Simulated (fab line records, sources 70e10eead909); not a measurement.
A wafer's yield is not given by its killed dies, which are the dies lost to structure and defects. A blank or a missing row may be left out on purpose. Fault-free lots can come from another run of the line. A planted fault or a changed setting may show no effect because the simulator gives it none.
Chamber matching / flow nandHarc / NHARC_P_BONDPAD_ETCH_24 on rieDiel-04 has 4 sister chambers
The step etches the open film in CF4/N2, target depth 30 nm, time 72.99 s. 8 wafers are shown with their chamber, then 10 later ones without.

EACH WAFER AND ITS CHAMBER
wafer=L563.1; chamber=0; showerheadPlenumPTorr (Torr)=2.47; drypumpMotorCurrentA (A)=5.4
wafer=L563.3; chamber=2; showerheadPlenumPTorr (Torr)=2.70; drypumpMotorCurrentA (A)=6.2
wafer=L562.5; chamber=1; showerheadPlenumPTorr (Torr)=2.64; drypumpMotorCurrentA (A)=6.6
wafer=L564.1; chamber=3; showerheadPlenumPTorr (Torr)=2.46; drypumpMotorCurrentA (A)=5.8
wafer=L564.2; chamber=0; showerheadPlenumPTorr (Torr)=2.47; drypumpMotorCurrentA (A)=5.4
wafer=L564.4; chamber=1; showerheadPlenumPTorr (Torr)=2.64; drypumpMotorCurrentA (A)=6.7
wafer=L566.2; chamber=2; showerheadPlenumPTorr (Torr)=2.69; drypumpMotorCurrentA (A)=6.2
wafer=L566.3; chamber=3; showerheadPlenumPTorr (Torr)=2.46; drypumpMotorCurrentA (A)=5.9

WAFERS WHOSE CHAMBER IS MISSING
wafer=L566.6; showerheadPlenumPTorr (Torr)=2.47; drypumpMotorCurrentA (A)=5.4
wafer=L569.2; showerheadPlenumPTorr (Torr)=2.64; drypumpMotorCurrentA (A)=6.7
wafer=L569.5; showerheadPlenumPTorr (Torr)=2.46; drypumpMotorCurrentA (A)=5.8
wafer=L569.6; showerheadPlenumPTorr (Torr)=2.47; drypumpMotorCurrentA (A)=5.4
wafer=L570.1; showerheadPlenumPTorr (Torr)=2.69; drypumpMotorCurrentA (A)=6.3
wafer=L570.2; showerheadPlenumPTorr (Torr)=2.47; drypumpMotorCurrentA (A)=5.4
wafer=L570.4; showerheadPlenumPTorr (Torr)=2.46; drypumpMotorCurrentA (A)=5.8
wafer=L572.2; showerheadPlenumPTorr (Torr)=2.47; drypumpMotorCurrentA (A)=5.4
wafer=L572.6; showerheadPlenumPTorr (Torr)=2.47; drypumpMotorCurrentA (A)=5.4
wafer=L575.3; showerheadPlenumPTorr (Torr)=2.46; drypumpMotorCurrentA (A)=5.8

CHAMBER TAKEN BY EACH
wafer=L566.6; from the rows above=0; in truth=0
wafer=L569.2; from the rows above=1; in truth=1
wafer=L569.5; from the rows above=3; in truth=3
wafer=L569.6; from the rows above=0; in truth=0
wafer=L570.1; from the rows above=2; in truth=2
wafer=L570.2; from the rows above=0; in truth=0
wafer=L570.4; from the rows above=3; in truth=3
wafer=L572.2; from the rows above=0; in truth=0
wafer=L572.6; from the rows above=0; in truth=0
wafer=L575.3; from the rows above=3; in truth=3
Correct placement for 10 of the 10. Not placeable from these rows: 0. Number placed wrongly: 0.
How it was worked out, from the rows above alone: a wafer's distance from a chamber is the root of the sum, over the readings, of the square of ((its reading less the chamber's mean) divided by the reading's scatter). The wafer belongs to the nearest chamber; if the next one is less than 2 further off, it can't be placed. Each chamber's mean is taken over the wafers shown for it. The scatter: the root of (the sum of the squares of (reading less its chamber's mean) over the shown wafers, divided by (wafers less chambers)).
